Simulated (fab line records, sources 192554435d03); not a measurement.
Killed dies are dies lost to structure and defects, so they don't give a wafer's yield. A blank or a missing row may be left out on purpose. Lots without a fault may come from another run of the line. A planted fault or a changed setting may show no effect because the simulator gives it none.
fab line records | flow n5_finfet
record lots=11 wafers=33 last_day=17
route steps=1938 shown BEOL_M14@1768 BEOL_M15@1773
lots that met no fault: from a run of the same line without faults
start_h: hours from the record's first day to the start of the lot's first wafer shown | wait_h: hours since the lot's step before | " the same as in the row above | L1.1+2: a row that stands for several wafers | - no value, or no start given | * or withheld: withheld | < > ~ a bound
route shown NAME@n: a module of which the file shows steps, and the number in the route of the first | usual: mean/standard deviation of fault-free wafers | same: alike in all rows | chamber/n: place in a boat | sites: the reading at each site | _std_site: their standard deviation | _edge_site: outer sites' mean less inner sites' | radius_mm: how far each site lies from the wafer's centre | mask NAME#n: copy n | behind: the tool/chamber that last shaped the wafer | hold: why the lot was held/for how many hours/how that ended | device: the transistor (n, p or np) that didn't switch | end of line: the same wafers' tests at the end of the route | a step without rows: its recipe alone | killed: dies lost to structure and defects at the first sort, not the wafer's yield | map: a wafer's dies, x killed, . not, _ none there
set.NAME: the setting as run; set.NAME@STEP: as run at that earlier step | model.NAME: the simulator's own value behind a step, which no gauge read
steps of the route over a sample of lots; a table a step, a row a wafer
services: from which hour (start_h, from the record's first day; less than 0 if before it) a tool's chamber was out of use, for how many hours, and why
## steps
# step N5_BEOL_M14_THK_MEAS_50
# recipe thk_meas_gauge=xrf reads=Cu_of_BEOL_M14_ECD_47
# usual M14_THK=566/7.9
# columns lot.wafer tool chamber start_h wait_h M14_THK[nm]
L737.1 film_metro-02 - 266.11 - 577
L737.4 " - " " 562
L737.6 " - " " 579
L736.1 film_metro-02 - 271.76 - 574
L736.4 " - " " 568
L736.5 " - " " 567
L743.3 film_metro-01 - 314.07 - 563
L743.5 " - " " 566
L743.6 " - " " 557
L742.1 film_metro-02 - 336.72 - 549
L742.2 " - " " 557
L742.6 " - " " 549
L746.2 film_metro-01 - 338.23 - 559
L746.5 " - " " 568
L746.6 " - " " 561
L745.1 film_metro-02 - 339.40 - 552
L745.2 " - " " 559
L745.3 " - " " 554
L748.2 film_metro-02 - 351.48 - 557
L748.3 " - " " 559
L748.6 " - " " 568
L751.1 film_metro-01 - 358.66 - 570
L751.5 " - " " 579
L751.6 " - " " 556
L753.2 film_metro-01 - 377.43 - 567
L753.4 " - " " 563
L753.5 " - " " 563
L754.1 film_metro-02 - 387.21 - 567
L754.3 " - " " 571
L754.6 " - " " 563
L755.3 film_metro-01 - 395.58 - 564
L755.4 " - " " 565
L755.6 " - " " 562
# step N5_BEOL_M15_ILD_DEP_00
# recipe material=SiO2 target_thk_a=16293 temp_c=400 precursor=TEOS/O2 pressure_torr=6.5 rf_w=900 teos_flow_sccm=161.4 gas=O2 flow_sccm=2650 time_s=346.1
# usual heater_power_w=543/120 showerhead_plenum_p_Torr=8.34/0.038 throttle_valve_pct=18.7/1.3
# same time_s=346.1
# columns lot.wafer tool chamber start_h wait_h heater_power_w showerhead_plenum_p_Torr since_wet_clean_h throttle_valve_pct
L737.1 pecvd-02 1 266.30 0.0 513 8.31 1695 20.0
L737.4 " 0 " " 784 8.28 - 20.7
L737.6 " 1 " " 416 8.32 - 19.9
L736.1 pecvd-04 1 271.95 0.0 662 8.35 280 17.2
L736.4 " 2 " " 397 8.36 - 17.8
L736.5 " 0 " " 656 8.38 - 18.2
L743.3 pecvd-01 1 314.26 0.0 481 8.36 1924 18.4
L743.5 " 2 " " 436 8.35 - 17.9
L743.6 " 0 " " 641 8.37 - 19.8
L742.1 pecvd-04 2 336.92 0.0 446 8.37 106 18.1
L742.2 " 0 " " 639 8.39 860 18.5
L742.6 " 0 " " 504 8.39 - 18.2
L746.2 pecvd-02 0 338.42 0.0 706 8.26 1042 20.9
L746.5 " 1 " " 550 8.32 - 19.7
L746.6 " 0 " " 776 8.25 - 21.0
L745.1 pecvd-04 0 339.59 0.0 607 8.40 862 18.5
L745.2 " 2 " " 473 8.35 108 17.8
L745.3 " 1 " " 650 8.36 347 17.4
L748.2 pecvd-02 0 351.67 0.0 806 8.28 1056 20.5
L748.3 " 2 " " 461 8.38 302 17.5
L748.6 " 2 " " 331 8.38 - 17.4
L751.1 pecvd-02 2 358.85 0.0 386 8.36 309 17.2
L751.5 " 1 " " 562 8.35 - 19.9
L751.6 " 2 " " 436 8.39 - 17.4
L753.2 pecvd-02 1 377.62 0.0 476 8.33 1807 19.9
L753.4 " 0 " " 632 8.28 - 20.7
L753.5 " 1 " " 547 8.34 - 19.8
L754.1 pecvd-02 2 387.41 0.0 407 8.36 337 17.4
L754.3 " 1 " " 472 8.33 1816 19.8
L754.6 " 2 " " 452 8.34 - 17.5
L755.3 pecvd-02 1 395.77 0.0 511 8.31 1825 19.9
L755.4 " 2 " " 323 8.38 - 17.6
L755.6 " 1 " " 414 8.32 - 19.9
# step N5_BEOL_M15_ETCH_59
# recipe chemistry=N2/H2 target=BARC target_depth_a=890 overetch_a=267 time_s=67.9 ion_energy_ev=200 pressure_mtorr=30 source_w=840 bias_w=150 n2_flow_sccm=200 h2_flow_sccm=200
# usual drypump_motor_current_A=5.7/0.48 n2_flow_sccm=200.0/0.68 oes_product_au=0.70/0.054 rf_vpp_V=524.3/2.2 showerhead_plenum_p_Torr=2.56/0.081 throttle_valve_pct=17.76/0.17
# same time_s=67.9
# columns lot.wafer tool chamber start_h wait_h drypump_motor_current_A n2_flow_sccm oes_product_au rf_hours_counter_h rf_vpp_V showerhead_plenum_p_Torr throttle_valve_pct
L737.1 rie_diel-01 0 266.98 0.0 5.8 199.3 0.69 73 526.7 2.68 17.89
L737.4 " 2 " " 4.9 199.7 0.68 107 521.4 2.45 17.55
L737.6 " 0 " " 5.8 199.4 0.69 - 527.8 2.68 17.91
L736.1 rie_diel-01 1 272.69 0.0 5.7 200.3 0.65 164 522.6 2.54 17.87
L736.4 " 2 " " 4.9 199.7 0.68 108 521.2 2.45 17.56
L736.5 " 1 " " 5.7 200.0 0.65 - 524.5 2.54 17.86
L743.3 rie_diel-01 3 314.94 0.0 5.5 199.9 0.71 76 524.9 2.57 17.77
L743.5 " 1 " " 5.7 200.4 0.63 - 524.1 2.54 17.86
L743.6 " 3 " " 5.6 200.4 0.71 - 525.6 2.57 17.77
L742.1 rie_diel-03 1 337.61 0.0 6.6 200.2 0.60 249 526.7 2.60 18.00
L742.2 " 0 " " 5.7 199.3 0.74 61 520.2 2.48 17.39
L742.6 " 0 " " 5.7 200.0 0.74 - 522.9 2.48 17.40
L746.2 rie_diel-03 3 339.11 0.0 5.8 199.1 0.71 74 525.3 2.57 17.80
L746.5 " 3 " " 5.7 198.7 0.71 - 525.7 2.57 17.79
L746.6 " 2 " " 6.4 200.3 0.70 - 526.1 2.69 17.81
L745.1 rie_diel-01 3 340.75 0.0 5.5 199.6 0.70 84 523.8 2.57 17.78
L745.2 " 1 " " 5.7 199.9 0.63 187 523.9 2.53 17.90
L745.3 " 2 " " 4.9 199.9 0.66 128 521.6 2.45 17.57
L748.2 rie_diel-02 2 352.34 0.0 5.1 199.0 0.65 133 521.5 2.45 17.92
L748.3 " 3 " " 4.9 199.0 0.76 21 525.3 2.59 17.62
L748.6 " 1 " " 5.8 200.5 0.75 - 523.4 2.48 17.91
L751.1 rie_diel-03 0 359.54 0.0 5.7 198.6 0.73 69 520.0 2.47 17.40
L751.5 " 0 " " 5.7 198.8 0.73 - 521.5 2.47 17.42
L751.6 " 3 " " 5.7 199.8 0.71 - 524.1 2.57 17.80
L753.2 rie_diel-03 1 378.45 0.0 6.6 200.8 0.81 5 526.5 2.60 17.57
L753.4 " 0 " " 5.7 198.9 0.73 76 522.0 2.47 17.40
L753.5 " 1 " " 6.6 201.4 0.82 - 524.7 2.60 17.55
L754.1 rie_diel-01 2 388.21 0.0 4.9 199.0 0.65 144 521.3 2.44 17.60
L754.3 " 1 " " 5.7 200.3 0.62 203 523.8 2.53 17.91
L754.6 " 0 " " 5.8 199.9 0.66 - 527.4 2.66 17.95
L755.3 rie_diel-01 1 396.45 0.0 5.7 199.4 0.62 206 523.6 2.53 17.92
L755.4 " 2 " " 4.8 200.6 0.65 147 521.2 2.44 17.61
L755.6 " 3 " " 5.5 200.0 0.69 - 523.9 2.56 17.81
# step N5_BEOL_M15_STRIP_64
# recipe chemistry=O2 power_w=600 temp_c=60 pressure_mtorr=30 rf_frequency_hz=6e+07 bias_power_w=0 overash_fraction=0.3 o2_flow_sccm=225
# usual bias_power_w=0/0 chamber_pressure_mTorr=30.006/0.028 drypump_motor_current_A=5.7/0.47 oes_product_au=0.82/0.066 rf_vpp_V=3.6/0.54 showerhead_plenum_p_Torr=2.11/0.064 throttle_valve_pct=16.57/0.17
# columns lot.wafer tool chamber start_h wait_h bias_power_w chamber_pressure_mTorr drypump_motor_current_A oes_product_au rf_hours_counter_h rf_vpp_V showerhead_plenum_p_Torr throttle_valve_pct
L737.1 rie_diel-01 0 267 - 0 30.012 5.8 0.81 74 2.6 2.22 16.79
L737.4 " 2 " " 0 30.018 4.9 0.80 107 3.3 2.03 16.45
L737.6 " 0 " " 0 30.030 5.8 0.81 - 2.8 2.22 16.79
L736.1 rie_diel-01 1 273 - 0 30.019 5.7 0.76 165 3.1 2.09 16.66
L736.4 " 2 " " 0 30.032 4.9 0.80 108 3.9 2.03 16.45
L736.5 " 1 " " 0 30.000 5.7 0.75 - 3.8 2.10 16.65
L743.3 rie_diel-01 3 315 - 0 29.966 5.5 0.84 76 4.1 2.13 16.63
L743.5 " 1 " " 0 30.045 5.7 0.73 - 3.7 2.09 16.67
L743.6 " 3 " " 0 29.991 5.5 0.83 - 3.3 2.13 16.63
L742.1 rie_diel-03 1 337 - 0 30.004 6.6 0.70 249 3.6 2.14 16.83
L742.2 " 0 " " 0 30.001 5.7 0.86 61 3.1 2.05 16.23
L742.6 " 0 " " 0 30.007 5.7 0.87 - 2.2 2.05 16.24
L746.2 rie_diel-03 3 339 - - - - - - - - -
L746.5 " 3 " " - - - - - - - -
L746.6 " 2 " " - - - - - - - -
L745.1 rie_diel-01 3 341 - - - - - - - - -
L745.2 " 1 " " - - - - - - - -
L745.3 " 2 " " - - - - - - - -
L748.2 rie_diel-02 2 352 - 0 30.057 5.1 0.77 133 3.1 2.02 16.75
L748.3 " 3 " " 0 29.981 4.9 0.89 21 3.4 2.13 16.49
L748.6 " 1 " " 0 29.992 5.8 0.89 - 4.5 2.04 16.72
L751.1 rie_diel-03 0 360 - 0 30.001 5.7 0.85 70 3.1 2.04 16.24
L751.5 " 0 " " 0 30.050 5.7 0.86 - 3.9 2.04 16.25
L751.6 " 3 " " 0 30.045 5.7 0.82 - 4.9 2.12 16.64
L753.2 rie_diel-03 1 378 - 0 30.029 6.6 0.96 6 3.2 2.14 16.36
L753.4 " 0 " " 0 30.003 5.7 0.85 76 4.0 2.04 16.26
L753.5 " 1 " " 0 30.003 6.6 0.97 - 3.8 2.14 16.38
L754.1 rie_diel-01 2 388 - 0 29.959 4.8 0.76 144 3.6 2.01 16.50
L754.3 " 1 " " 0 30.057 5.7 0.73 203 3.5 2.08 16.71
L754.6 " 0 " " 0 29.989 5.8 0.78 - 3.8 2.20 16.84
L755.3 rie_diel-01 1 396 - 0 29.999 5.6 0.72 206 3.4 2.08 16.74
L755.4 " 0 " " 0 29.987 5.8 0.77 - 3.2 2.20 16.85
L755.6 " 3 " " 0 30.034 5.5 0.80 - 4.2 2.12 16.67
## services
# columns tool chamber start_h hours kind
rie_diel-02 3 256.42 2.8 repair
rie_diel-02 3 259.42 - clean
rie_diel-02 3 259.42 - consumable_replace:focus_ring
rie_diel-02 3 259.42 25.7 scheduled_down
rie_diel-02 2 267.02 6.3 repair
pecvd-02 2 273.24 6.8 repair
pecvd-01 1 289.93 18.0 repair
pecvd-01 0 293.05 6.1 repair
rie_diel-01 0 301.30 18.0 repair
rie_diel-01 2 304.72 3.9 repair
rie_diel-02 - 315.20 0.5 repair
pecvd-01 2 315.64 3.9 repair
pecvd-01 - 318.23 0.4 repair
rie_diel-02 2 334.70 5.6 repair
rie_diel-03 1 340.21 - clean
rie_diel-03 1 340.21 - consumable_replace:focus_ring
rie_diel-03 1 340.21 20.5 scheduled_down
rie_diel-03 1 340.21 20.5 vent_cycle
rie_diel-03 - 349.76 2.8 pm
rie_diel-03 2 355.42 7.3 repair
rie_diel-02 1 363.63 4.7 repair
rie_diel-03 0 381.20 5.1 repair
rie_diel-03 3 388.05 3.0 repair
rie_diel-01 2 396.66 7.9 repair
## key
first_sign step=N5_BEOL_M15_STRIP_64 reading=tool_record direction=missing
effect none on later readings
met_at N5_BEOL_M15_STRIP_64
struck_lots L745,L746
rows_end L745.3
not_acting_at N5_BEOL_M14_THK_MEAS_50,N5_BEOL_M15_ILD_DEP_00,N5_BEOL_M15_ETCH_59
onset_between 315 339
earlier_fault kind=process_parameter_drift tool=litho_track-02 chamber=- onset_h=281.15 steps=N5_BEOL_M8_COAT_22 channel=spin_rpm offset=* shape=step acts_in=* stated=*
fault kind=skipped_step_whole tool=rie_diel-01,rie_diel-03 chamber=- onset_h=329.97 steps=N5_BEOL_M15_STRIP_64 scope=struck_lots_only
# rows_end: these wafers met a further fault down the route, and their rows from its step on are left out
